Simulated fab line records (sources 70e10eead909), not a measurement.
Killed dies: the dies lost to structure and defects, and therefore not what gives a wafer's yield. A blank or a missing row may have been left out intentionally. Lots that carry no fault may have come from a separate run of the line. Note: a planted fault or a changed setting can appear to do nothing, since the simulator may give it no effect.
fab line records	flow nandHarc
record: lots: 12	wafers: 36	lastDay: 33
route steps=1302 shown A_STAIRCASE@671 END@1302
lots that met no fault: from a run of the same line without faults
startH: the number of hours between the record's first day and the start of the first shown wafer of the lot	waitH: hours since the lot's step before	" as in the row above	L1.1+2: a row that stands for several wafers	- either no value or no given start	* or withheld: withheld	< > ~ a bound
route shown NAME@n: a module of which the file shows steps, and the number in the route of the first	usual: mean and standard deviation over wafers with no fault	same: alike in all rows	chamber/n: place in a boat	sites: each site's reading	_std_site: how widely they spread, as a standard deviation	_edge_site: outer sites' mean less inner sites'	radiusMm: how far each site lies from the wafer's centre	mask NAME#n: copy n	behind: the last tool/chamber to shape the wafer	hold: cause of the lot's hold/its duration in hours/its outcome	device: which transistor (n, p or np) failed to switch	end of line: the same wafers' tests at the end of the route	a step without rows: its recipe alone	killed: dies that structure and defects cost at the first sort, which is not the same as the wafer's yield	map: per-die view of a wafer (x killed, . not killed, _ where there is no die)
set.NAME: the setting the step ran with; set.NAME@STEP: the setting that earlier step ran with	model.NAME: the simulator's own value behind a step, which no gauge read
a sample of lots followed through the steps of the route, with each step as a table and each wafer as a row
services: from which hour (startH, from the record's first day; less than 0 if before it) a tool's chamber was out of use, for how many hours, and why
== steps ==
step: NHARC_A_STAIRCASE_ETCH_15
recipe: targetDepthA: 1000	timeS: 40.5	ionEnergyEv: 400	c4f8FlowSccm: 20	o2FlowSccm: 10	arFlowSccm: withheld	rfW: 600	biasW: 1000	chemistry: C4F8/O2
usual: oesProductAu: 0.945/0.016	rfVppV: 894/5.5
lot.wafer	tool	chamber	startH	waitH	oesProductAu	rfHoursCounterH	rfVppV
L257.1	rieDiel-04	2	-	-	0.963	47	888
L257.5	"	3	"	"	0.940	-	899
L257.6	"	0	"	"	0.958	-	890
L258.2	rieDiel-10	0	-	-	0.934	36	890
L258.1	"	2	"	"	0.928	35	888
L258.5	"	2	"	"	0.929	-	887
L261.4	rieDiel-04	0	-	-	0.928	4	886
L261.2	"	1	"	"	0.962	5	899
L261.1	"	2	"	"	0.975	5	890
L260.2	rieDiel-10	0	-	-	0.942	44	887
L260.1	"	2	"	"	0.950	45	887
L260.6	"	1	"	"	0.958	-	902
L263.4	rieDiel-04	2	-	-	0.981	10	888
L263.2	"	0	"	"	0.939	11	889
L263.5	"	2	"	"	0.984	-	889
L262.4	rieDiel-05	3	-	-	0.937	54	904
L262.2	"	0	"	"	0.965	50	898
L262.3	"	1	"	"	0.954	53	893
L264.4	rieDiel-10	1	-	-	0.959	52	900
L264.3	"	2	"	"	0.962	54	887
L264.6	"	1	"	"	0.954	-	901
L265.2	rieDiel-05	1	-	-	0.942	7	892
L265.6	"	0	"	"	0.942	-	897
L265.5	"	1	"	"	0.956	-	893
L267.1	rieDiel-04	2	-	-	0.962	28	888
L267.4	"	1	"	"	0.943	27	897
L267.6	"	3	"	"	0.958	-	899
L270.4	rieDiel-10	2	-	-	0.956	20	887
L270.3	"	1	"	"	0.939	19	900
L270.6	"	3	"	"	0.957	-	895
L274.1	rieDiel-10	0	-	-	0.942	30	889
L274.5	"	2	"	"	0.967	-	886
L274.6	"	3	"	"	0.941	-	894
L280.3	rieDiel-04	2	-	-	0.943	15	888
L280.1	"	0	"	"	0.937	16	887
L280.6	"	2	"	"	0.952	-	887
step: NHARC_A_STAIRCASE_ETCH_192
recipe: targetDepthA: 1000	timeS: 40.5	ionEnergyEv: 400	c4f8FlowSccm: 20	o2FlowSccm: 10	arFlowSccm: withheld	rfW: 600	biasW: 1000	chemistry: C4F8/O2
usual: oesProductAu: 0.942/0.014	rfVppV: 894/5.7
lot.wafer	tool	chamber	startH	waitH	oesProductAu	rfHoursCounterH	rfVppV
L257.1	rieDiel-05	3	351.28	-	0.928	38	906
L257.5	"	2	"	"	0.943	-	894
L257.6	"	3	"	"	0.937	-	905
L258.1	rieDiel-10	2	367.18	-	0.936	36	889
L258.2	"	3	"	"	0.926	36	895
L258.5	"	0	"	"	0.938	-	888
L261.1	rieDiel-04	0	383.65	-	0.940	6	888
L261.2	"	1	"	"	0.947	7	901
L261.4	"	2	"	"	0.980	6	889
L260.1	rieDiel-10	0	397.24	-	0.937	46	889
L260.2	"	1	"	"	0.941	43	901
L260.6	"	0	"	"	0.937	-	888
L262.4	rieDiel-04	2	407.43	-	0.960	11	889
L262.2	"	0	"	"	0.933	12	888
L262.3	"	1	"	"	0.944	13	900
L263.4	rieDiel-10	0	407.59	-	0.944	51	887
L263.2	"	1	"	"	0.954	48	901
L263.5	"	1	"	"	0.952	-	898
L264.3	rieDiel-04	1	418.77	-	0.942	18	899
L264.4	"	0	"	"	0.944	19	887
L264.6	"	1	"	"	0.951	-	898
L265.2	rieDiel-05	2	432.36	-	0.952	5	893
L265.5	"	2	"	"	0.958	-	893
L265.6	"	3	"	"	0.916	-	905
L267.4	rieDiel-04	1	455.05	-	0.960	28	898
L267.1	"	3	"	"	0.961	33	899
L267.6	"	1	"	"	0.957	-	899
L270.3	rieDiel-10	3	499.66	-	0.951	22	896
L270.4	"	0	"	"	0.939	23	887
L270.6	"	1	"	"	0.941	-	900
L274.1	rieDiel-10	1	518.65	-	1.111	27	899
L274.5	"	3	"	"	1.112	-	895
L274.6	"	0	"	"	0.943	-	886
L280.3	rieDiel-04	2	587.95	-	0.931	16	888
L280.1	"	3	"	"	0.945	16	898
L280.6	"	1	"	"	0.930	-	898
step: NHARC_A_STAIRCASE_TRIM_193
recipe: timeS: 211.2	o2FlowSccm: 500	arFlowSccm: 0	biasW: 0	chemistry: O2
usual: drypumpMotorCurrentA: 5.9/0.49	oesProductAu: 1.000/0.014	rfVppV: 57.7/0.83	showerheadPlenumPTorr: 3.46/0.15	throttleValvePct: 17.036/0.01
lot.wafer	tool	chamber	startH	waitH	drypumpMotorCurrentA	oesProductAu	rfHoursCounterH	rfVppV	showerheadPlenumPTorr	throttleValvePct
L257.1	rieDiel-05	1	-	-	5.1	0.990	36	57.9	3.44	17.025
L257.5	"	3	"	"	5.7	0.990	-	58.4	3.79	17.052
L257.6	"	0	"	"	5.8	0.999	-	58.2	3.60	17.048
L258.2	rieDiel-10	0	-	-	6.2	0.986	37	56.6	3.31	17.038
L258.1	"	2	"	"	5.6	1.001	36	57.1	3.30	17.035
L258.5	"	3	"	"	6.1	0.981	-	56.4	3.53	17.027
L261.2	rieDiel-04	0	-	-	5.3	0.984	6	58.0	3.32	17.038
L261.1	"	1	"	"	6.6	1.009	7	58.6	3.61	17.023
L261.4	"	3	"	"	6.6	1.005	5	59.3	3.62	17.016
L260.2	rieDiel-10	1	-	-	5.2	1.006	43	57.8	3.65	17.054
L260.1	"	3	"	"	6.1	0.988	47	56.8	3.52	17.024
L260.6	"	1	"	"	5.2	1.001	-	58.0	3.65	17.027
L263.4	rieDiel-10	3	-	-	6.1	0.976	50	58.3	3.52	17.037
L263.2	"	1	"	"	5.2	1.000	49	57.7	3.65	17.045
L263.5	"	2	"	"	5.6	1.002	-	57.5	3.30	17.046
L262.3	rieDiel-04	0	-	-	5.4	0.992	16	57.5	3.32	17.041
L262.4	"	2	"	"	5.7	1.023	13	57.2	3.32	17.044
L262.2	"	3	"	"	6.6	1.025	15	57.0	3.62	17.030
L264.4	rieDiel-04	1	-	-	6.6	1.017	18	58.3	3.60	17.038
L264.3	"	0	"	"	5.4	0.999	19	57.7	3.32	17.030
L264.6	"	2	"	"	5.8	1.035	-	58.4	3.32	17.040
L265.2	rieDiel-05	2	-	-	5.5	1.016	6	56.6	3.46	17.034
L265.5	"	0	"	"	5.8	0.997	-	57.6	3.58	17.046
L265.6	"	1	"	"	5.1	1.003	-	57.7	3.43	17.025
L267.4	rieDiel-04	1	-	-	6.6	1.000	28	57.9	3.60	17.025
L267.1	"	2	"	"	5.7	1.029	29	57.9	3.31	17.037
L267.6	"	3	"	"	6.6	1.009	-	57.9	3.61	17.039
L270.4	rieDiel-10	0	-	-	6.2	1.003	23	56.4	3.29	17.037
L270.3	"	2	"	"	5.6	1.016	22	57.8	3.28	17.019
L270.6	"	1	"	"	5.2	0.997	-	57.7	3.63	17.036
L274.1	rieDiel-10	3	-	-	6.1	0.993	32	58.1	3.50	17.049
L274.6	"	2	"	"	5.5	1.013	-	58.0	3.28	17.032
L274.5	"	3	"	"	6.1	0.994	-	57.3	3.50	17.038
L280.3	rieDiel-04	3	-	-	6.6	1.004	16	57.6	3.59	17.052
L280.1	"	0	"	"	5.3	0.977	17	56.4	3.29	17.044
L280.6	"	3	"	"	6.6	0.996	-	58.8	3.59	17.034
step: NHARC_A_STAIRCASE_ETCH_199
recipe: targetDepthA: 1000	timeS: 40.5	ionEnergyEv: 400	c4f8FlowSccm: 20	o2FlowSccm: 10	arFlowSccm: withheld	rfW: 600	biasW: 1000	chemistry: C4F8/O2
usual: oesProductAu: 0.947/0.015	rfVppV: 894/5.8
lot.wafer	tool	chamber	startH	waitH	oesProductAu	rfHoursCounterH	rfVppV
L257.1	rieDiel-05	1	-	-	0.945	36	894
L257.5	"	1	"	"	0.947	-	894
L257.6	"	2	"	"	0.955	-	893
L258.1	rieDiel-05	2	-	-	0.966	43	895
L258.2	"	0	"	"	0.948	41	899
L258.5	"	3	"	"	0.943	-	904
L261.2	rieDiel-05	3	-	-	0.945	49	904
L261.1	"	0	"	"	0.949	44	899
L261.4	"	2	"	"	0.963	46	893
L260.1	rieDiel-04	3	-	-	0.979	9	900
L260.2	"	2	"	"	0.981	9	887
L260.6	"	3	"	"	0.977	-	899
L263.2	rieDiel-10	3	-	-	0.926	52	893
L263.4	"	0	"	"	0.928	52	887
L263.5	"	2	"	"	0.934	-	887
L262.3	rieDiel-04	2	-	-	0.967	13	890
L262.2	"	3	"	"	0.967	16	900
L262.4	"	0	"	"	0.936	16	888
L264.3	rieDiel-04	0	-	-	0.935	19	889
L264.4	"	1	"	"	0.948	18	899
L264.6	"	0	"	"	0.932	-	887
L265.2	rieDiel-10	3	-	-	0.963	0	896
L265.5	"	1	"	"	0.958	-	900
L265.6	"	2	"	"	0.977	-	887
L267.1	rieDiel-10	3	-	-	0.928	7	896
L267.4	"	1	"	"	0.943	8	899
L267.6	"	0	"	"	0.921	-	887
L270.4	rieDiel-04	3	-	-	0.965	44	899
L270.3	"	2	"	"	0.956	40	889
L270.6	"	0	"	"	0.946	-	888
L274.1	rieDiel-10	2	-	-	0.959	29	887
L274.5	"	3	"	"	0.949	-	896
L274.6	"	0	"	"	0.947	-	885
L280.1	rieDiel-04	2	-	-	0.935	17	886
L280.3	"	1	"	"	0.946	17	897
L280.6	"	3	"	"	0.951	-	898
step: NHARC_END_SORT_01
recipe: tempC: 25
usual: killedAtArray: 52/17	killedAtOther: 1.2/1.4	killedAtPeriphery: 4.7/2.9	killedDies: 58/17	killedOpen: 3.2/1.9	killedShort: 2.4/1.4
same: grossDies: 677
lot.wafer	tool	chamber	startH	waitH	killedAtArray	killedAtOther	killedAtPeriphery	killedDies	killedOpen	killedShort
L274.1	prober-02	0	715.31	2.5	668	3	6	677	3	2
L274.5	prober-02	0	718.48	3.7	672	1	4	677	4	2
L274.6	prober-02	0	719.27	4.0	89	1	4	94	5	1
killed by level:class
L274.1 A_STAIRCASE:areaEtch=589 A_SLIT:chamberFilmFlake=35 A_CHANNEL_HOLE_D1:chamberFilmFlake=18 A_CHANNEL_HOLE_D2:chamberFilmFlake=12 A_STAIRCASE:chamberFilmFlake=3 THIN_TSV:chamberFilmFlake=3 P_M1:chamberFilmFlake=2 A_DECK1_JOINT:chamberFilmFlake=2
L274.5 A_STAIRCASE:areaEtch=594 A_CHANNEL_HOLE_D2:chamberFilmFlake=26 A_SLIT:chamberFilmFlake=25 A_CHANNEL_HOLE_D1:chamberFilmFlake=15 A_CONTACT:chamberFilmFlake=6 P_CONTACT:geometricParticle:open=1 P_M0:geometricParticle:open=1 A_ONON_D1:geometricParticle:open=1
L274.6 A_SLIT:chamberFilmFlake=36 A_CHANNEL_HOLE_D1:chamberFilmFlake=26 A_CHANNEL_HOLE_D2:chamberFilmFlake=14 A_CHANNEL_FILL_D1:chamberFilmFlake=6 P_M1:chamberFilmFlake=3 A_CHANNEL_FILL_D2:geometricParticle:open=2 P_M0:geometricParticle:open=1 A_CHANNEL_HOLE_D1:geometricParticle:open=1
== services ==
tool	chamber	startH	hours	kind
rieDiel-04	-	332.47	2.3	repair
rieDiel-04	0	335.80	-	clean
rieDiel-04	1	335.80	-	clean
rieDiel-04	2	335.80	-	clean
rieDiel-04	3	335.80	-	clean
rieDiel-04	-	355.68	9.0	pm
rieDiel-04	0	355.68	9.0	ventCycle
rieDiel-04	1	355.68	9.0	ventCycle
rieDiel-04	2	355.68	9.0	ventCycle
rieDiel-04	3	355.68	9.0	ventCycle
rieDiel-10	1	362.18	7.1	repair
rieDiel-04	0	364.68	-	clean
rieDiel-04	1	364.68	-	clean
rieDiel-04	2	384.20	2.6	repair
rieDiel-05	-	410.51	9.0	pm
rieDiel-10	-	421.86	9.0	pm
rieDiel-05	3	424.54	4.8	repair
rieDiel-10	1	482.68	6.5	repair
rieDiel-04	3	494.50	4.0	repair
rieDiel-04	-	532.68	9.0	pm
rieDiel-10	2	543.91	4.8	repair
rieDiel-05	-	561.39	0.7	repair
rieDiel-05	1	576.02	10.6	repair
rieDiel-05	-	587.51	9.0	pm
== key ==
firstSign: step: NHARC_A_STAIRCASE_ETCH_192	reading: oesProductAu	direction: up	sigmas: 12	usual: 0.942	struck: 1.111
effect: step: NHARC_END_SORT_01	reading: killedAtArray	direction: up	sigmas: 37	usual: 52	struck: 670
moreKillsBornAt: NHARC_A_STAIRCASE_ETCH_192@rieDiel-10: 1183
metAt NHARC_A_STAIRCASE_ETCH_192
struckLots L274
struckWafers L274.1,L274.5
laterRowsLeftOut L274.1,L274.5
testerLeftOut L274
notActingAt NHARC_A_STAIRCASE_ETCH_15,NHARC_A_STAIRCASE_TRIM_193,NHARC_A_STAIRCASE_ETCH_199
onsetBetween 499.66 518.65
fault: kind: processParameterDrift	tool: rieDiel-10	chamber: -	onsetH: 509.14	steps: NHARC_A_STAIRCASE_ETCH_192	channel: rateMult	offset: 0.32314	shape: step	endH: 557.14	scope: struckWafersOnly
testerLeftOut: of these lots the tester's yield and bins aren't shown, on N5 and GAA mostly nor the transistor test; their killed dies are dies lost to structure and defects alone, not to doping, threshold or leakage, so they don't give the yield
laterRowsLeftOut: the simulator's readings of these wafers behind a module that went badly wrong aren't trusted and aren't shown, but for the sort
